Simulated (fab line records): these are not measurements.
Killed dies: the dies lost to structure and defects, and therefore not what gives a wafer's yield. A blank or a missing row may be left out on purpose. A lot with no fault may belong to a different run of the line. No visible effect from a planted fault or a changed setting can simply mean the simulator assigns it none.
Matching of chambers | flow nandHarc | NHARC_A_CHANNEL_FILL_D1_ALD_16 on aldHk-02 has 4 sister chambers
The step deposits SiO2, target thk 1.5 nm, pulse time 10 s, ald cycles 15. 4 wafers are shown with their chamber, then 8 later ones without.

WAFERS PAIRED WITH THEIR CHAMBERS
wafer  | chamber | heaterPowerW (W)
L085.3 | 3       | 461
L085.5 | 2       | 492
L089.5 | 1       | 437
L094.2 | 0       | 522

WAFERS WITH NO CHAMBER GIVEN
wafer  | heaterPowerW (W)
L094.4 | 487
L094.6 | 479
L096.3 | 481
L096.4 | 493
L096.5 | 476
L095.1 | 506
L095.4 | 474
L095.6 | 507

EACH ONE'S CHAMBER
wafer  | from the rows above     | in truth
L094.4 | can't be placed: 2 or 3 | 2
L094.6 | can't be placed: 2 or 3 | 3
L096.3 | can't be placed: 2 or 3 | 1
L096.4 | 2                       | 2
L096.5 | can't be placed: 3 or 2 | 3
L095.1 | can't be placed: 2 or 0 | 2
L095.4 | can't be placed: 3 or 2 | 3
L095.6 | can't be placed: 0 or 2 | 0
Correct placement for 1 of the 8. Not placeable from these rows: 7 (in 6, the candidates include the true chamber). Placed wrongly: 0.
How it was worked out, from the rows above alone: a wafer's distance from a chamber is the root of the sum, over the readings, of the square of ((its reading less the chamber's mean) divided by the reading's scatter). If the next closest chamber is less than 2 further off than the closest, the wafer can't be placed; otherwise it belongs to the closest. Each chamber's mean is taken over the wafers shown for it. The scatter: root of mean squared gap, hidden wafer to nearest shown wafer, with one shown wafer a chamber.
